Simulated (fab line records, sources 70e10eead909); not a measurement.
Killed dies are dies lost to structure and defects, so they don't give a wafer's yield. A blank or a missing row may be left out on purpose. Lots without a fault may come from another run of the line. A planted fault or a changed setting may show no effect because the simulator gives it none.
Which tool did it? | flow nand_harc | 12 lots, 36 wafers sampled, at 2 steps of a route of 1302

WHAT THE GAUGES READ, wafer by wafer
NHARC_P_M0_OVL_MEAS_10: pitch 180 nm.
lot  | measured     | on         | overlay_x_nm (nm)
L075 | day 6 15:26  | overlay-01 | -0.9 -1.1 -0.4
L077 | day 7 15:06  | overlay-02 | 0.1 -0.6 -0.5
L079 | day 8 06:03  | overlay-02 | 0.4 0.6 0.8
L080 | day 8 23:26  | overlay-01 | -0.4 -0.5 -0.4
L083 | day 10 03:17 | overlay-02 | -0.9 -0.4 -1.0
L085 | day 10 20:23 | overlay-02 | -0.9 -1.2 -1.5
L087 | day 11 08:58 | overlay-01 | 0.1 0.5 0.8
L088 | day 12 03:50 | overlay-01 | 0.0 -0.8 -0.3
L091 | day 13 05:28 | overlay-01 | -0.5 -0.9 -0.7
L093 | day 13 22:14 | overlay-02 | 0.1 0.5 -0.2
L095 | day 14 21:33 | overlay-01 | 0.1 1.1 -0.3
L097 | day 15 12:14 | overlay-02 | 0.1 -0.5 -0.2

WHICH TOOL RAN EACH LOT (tool, then ch and the chambers of the sampled wafers, then the start)
lot  | NHARC_P_GATE_DESCUM_13
L075 | rie_diel-08 ch 0,1, day 4 20:50
L077 | rie_diel-02 ch 2,3, day 5 12:28
L079 | rie_diel-02 ch 0,2,3, day 6 15:36
L080 | rie_diel-08 ch 0,3, day 7 06:32
L083 | rie_diel-08 ch 1,3, day 8 11:15
L085 | rie_diel-02 ch 0,1,3, day 9 00:58
L087 | rie_diel-12 ch 2,3, day 9 18:11
L088 | rie_diel-08 ch 0,1, day 10 11:44
L091 | rie_diel-02 ch 0,1, day 11 08:57
L093 | rie_diel-02 ch 0,3, day 12 07:50
L095 | rie_diel-08 ch 0,2,3, day 13 04:49
L097 | rie_diel-08 ch 1,2,3, day 13 20:31
- NHARC_P_GATE_DESCUM_13: chemistry O2, time 3 s.

THE ANSWER, worked out from the rows above alone
Rule: what is usual is taken from the lots themselves. Put in order of their means at a reading, lots are off if they are a third of the lots or fewer, leave a main group of 4 or more, and stand apart from it by a gap of 3 or more times the standard deviation of the main group's means; of several such gaps the widest counts. A main group whose means are all the same, to the digits that the tables above print for the reading, isn't used. A lot without any number at a reading at which 4 lots or more have one is off too. The other lots that the step has rows for count as sound.
No lot is off at any reading shown: from this, nothing can be told.

WHAT THE SIMULATOR HAD PUT IN
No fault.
